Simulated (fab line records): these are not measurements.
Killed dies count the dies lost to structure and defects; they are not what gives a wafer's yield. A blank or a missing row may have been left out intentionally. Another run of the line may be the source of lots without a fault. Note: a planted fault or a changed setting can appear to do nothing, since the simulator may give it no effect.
Comparing a struck lot with a sound one + flow nand harc + 44 out of 1302 route steps
Sound: the wafers L900.1, L900.3, L900.6. Struck: wafer L904.4 (L904.2, L904.3, from the same lot, were not struck and are left out); the cause is given at the end.
Order at every step that has rows: each side's tool, ch and its chambers, its first start. Under that, the readings that differ: sound wafers + struck wafers + difference of the means + sigmas: that difference in standard deviations of wafers without a fault.
alike: words and numbers the same on both sides, and readings whose means are apart by under 2 such deviations; not compared: readings that were withheld, readings missing a value for some wafer, numbers with overlapping values and no deviation given by the record, and bounds like >300 which may hide the same value.
A row with sigmas, a row that says differs or no value, or rows on one side alone: a step with any of these is where the two part. When numbers do not overlap yet have no deviation, they are printed without sigmas and do not part them. A reading that every wafer of one side lacks parts them only if that side has two wafers or more.

first, 5 steps without rows for these wafers: NHARC_P_GATE_HM_OPEN_105 (chemistry O2/COS, target depth 360 nm); NHARC_P_GATE_STRIP_106 (strips in O2/COS); NHARC_P_GATE_ETCH_114 (etches the open film in CF4/O2, target depth 30 nm, overetch 3 nm, time 16.5 s); NHARC_P_GATE_ETCH_32 (etches the open film in HBr/Cl2, target depth 150 nm, time 100.1 s); NHARC_P_GATE_STRIP_108 (strips in O2).
NHARC_P_GATE_CD_MEAS_33:
  sound on cd sem-01 at day 8 02:29; struck on cd sem-03 at day 9 17:38
  alike: cd nm
then, 3 steps without rows for these wafers: NHARC_P_GATE_STRIP_35 (strips in SPM, time 600 s); NHARC_P_GATE_PRECLEAN_73 (cleans in SC1); NHARC_P_GATE_SRD_74.
NHARC_P_GATE_ALD_36: deposits SiNx, target thk 20 nm, pulse time 60 s, ald cycles 223.
  sound on ald sin-04 ch 1,2, day 8 04:00; struck on ald sin-01 ch 3, day 9 22:22
  alike: heater power w, precursor pulse height rel
NHARC_P_GATE_ETCHBACK_37: etches the open film in CHF3/O2, target depth 34.5 nm, time 17.2 s.
  sound on rie diel-08 ch 1,3; struck on rie diel-01 ch 1
| reading               | sound          | struck | difference | sigmas |
|-----------------------|----------------|--------|------------|--------|
| oes product au (a.u.) | 0.94 0.91 0.91 | 1.01   | +0.09      | +3     |
  alike: bias w, drypump motor current A, mfc ar sccm, rf vpp V, showerhead plenum p Torr, throttle valve pct
  not compared: rf hours counter h
NHARC_P_GATE_STRIP_101: strips in O2, time 20 s.
  sound on rie diel-08 ch 0,1,2, day 8 12:31; struck on rie diel-01 ch 2, day 10 05:55
  alike: drypump motor current A, mfc ar sccm, oes product au, rf vpp V, showerhead plenum p Torr, throttle valve pct
  not compared: rf hours counter h
NHARC_P_GATE_PRECLEAN_97: cleans in SPM, time 600 s.
  sound on wet bench-04 ch 0,2,3, day 8 12:37; struck on wet bench-04 ch 6, day 10 06:00
  alike: bath heat duty pct
then, 11 steps without rows for these wafers: NHARC_P_GATE_SRD_98; NHARC_P_GATE_PRECLEAN_99 (cleans in SC1); NHARC_P_GATE_SRD_100; NHARC_P_GATE_DEHYDRATE_38 (time 120 s); NHARC_P_GATE_HMDS_39 (time 30 s); NHARC_P_GATE_COAT_40; NHARC_P_GATE_SOFTBAKE_41 (time 95 s); NHARC_P_GATE_EBR_42; NHARC_P_GATE_EXPOSE_43 (exposes mask P NSD, target cd 720 nm); NHARC_P_GATE_PEB_44 (peb time 85 s); NHARC_P_GATE_DEVELOP_45 (time 70 s).
NHARC_P_GATE_CD_MEAS_46: target cd 720 nm.
  sound on cd sem-03 ch 0, day 8 13:26; struck on cd sem-02 ch 0, day 10 06:43
  alike: cd nm
then, 1 step without rows for these wafers: NHARC_P_GATE_HARDBAKE_47 (time 80 s).
NHARC_P_GATE_DESCUM_48: chemistry O2, time 3 s.
  sound on rie diel-01 ch 0,1,3, day 8 13:37; struck on rie diel-08 ch 3, day 10 06:52
| reading            | sound     | struck | difference | sigmas |
|--------------------|-----------|--------|------------|--------|
| mfc ar sccm (sccm) | 0 0.003 0 | 0.033  | +0.032     | +2     |
  alike: drypump motor current A, oes product au, rf vpp V, showerhead plenum p Torr, throttle valve pct
  not compared: rf hours counter h
then, 2 steps without rows for these wafers: NHARC_P_GATE_IMPLANT_49; NHARC_P_GATE_STRIP_111 (strips in N2/H2, time 250 s).
NHARC_P_GATE_STRIP_75: strips in O2.
  sound on plasma asher-01 ch 0, day 8 14:17; struck on plasma asher-02 ch 0, day 10 07:32
| reading                     | sound          | struck | difference | sigmas |
|-----------------------------|----------------|--------|------------|--------|
| drypump motor current A (A) | 5.37 5.37 5.36 | 6.00   | +0.63      | +3     |
  alike: heater power w
  not compared: rf hours counter h
then, 9 steps without rows for these wafers: NHARC_P_GATE_STRIP_50 (strips in SPM, time 900 s); NHARC_P_GATE_DEHYDRATE_51 (time 120 s); NHARC_P_GATE_HMDS_52 (time 30 s); NHARC_P_GATE_COAT_53; NHARC_P_GATE_SOFTBAKE_54 (time 95 s); NHARC_P_GATE_EBR_55; NHARC_P_GATE_EXPOSE_56 (exposes mask P PSD, target cd 720 nm); NHARC_P_GATE_PEB_57 (peb time 85 s); NHARC_P_GATE_DEVELOP_58 (time 70 s).
NHARC_P_GATE_CD_MEAS_59: target cd 720 nm.
  sound on cd sem-01 ch 0, day 8 15:04; struck on cd sem-02 ch 0, day 10 08:20
  alike: cd nm
then, 2 steps without rows for these wafers: NHARC_P_GATE_HARDBAKE_60 (time 80 s); NHARC_P_GATE_DESCUM_61 (chemistry O2, time 3 s).
NHARC_P_GATE_INSPECT_68:
  sound on defect inspect-02 at day 8 19:44; struck on defect inspect-01 at day 10 13:28
| reading          | sound       | struck | difference | sigmas |
|------------------|-------------|--------|------------|--------|
| raw defect count | 194 260 173 | 531    | +322       | +4     |
-- jump in the record: it breaks off in module P_GATE and resumes in module END (first step shown: number 1302 of the route), and 19 days separate the struck wafers' starts before and after --
NHARC_END_SORT_01:
  here the record holds rows for the struck wafers (prober-01 ch 0, day 29 01:36) but none for the sound ones

## WHERE THEY PART
Last at NHARC_END_SORT_01 as far as this record goes, first at NHARC_P_GATE_ETCHBACK_37.

WHY: whatever the simulator had introduced
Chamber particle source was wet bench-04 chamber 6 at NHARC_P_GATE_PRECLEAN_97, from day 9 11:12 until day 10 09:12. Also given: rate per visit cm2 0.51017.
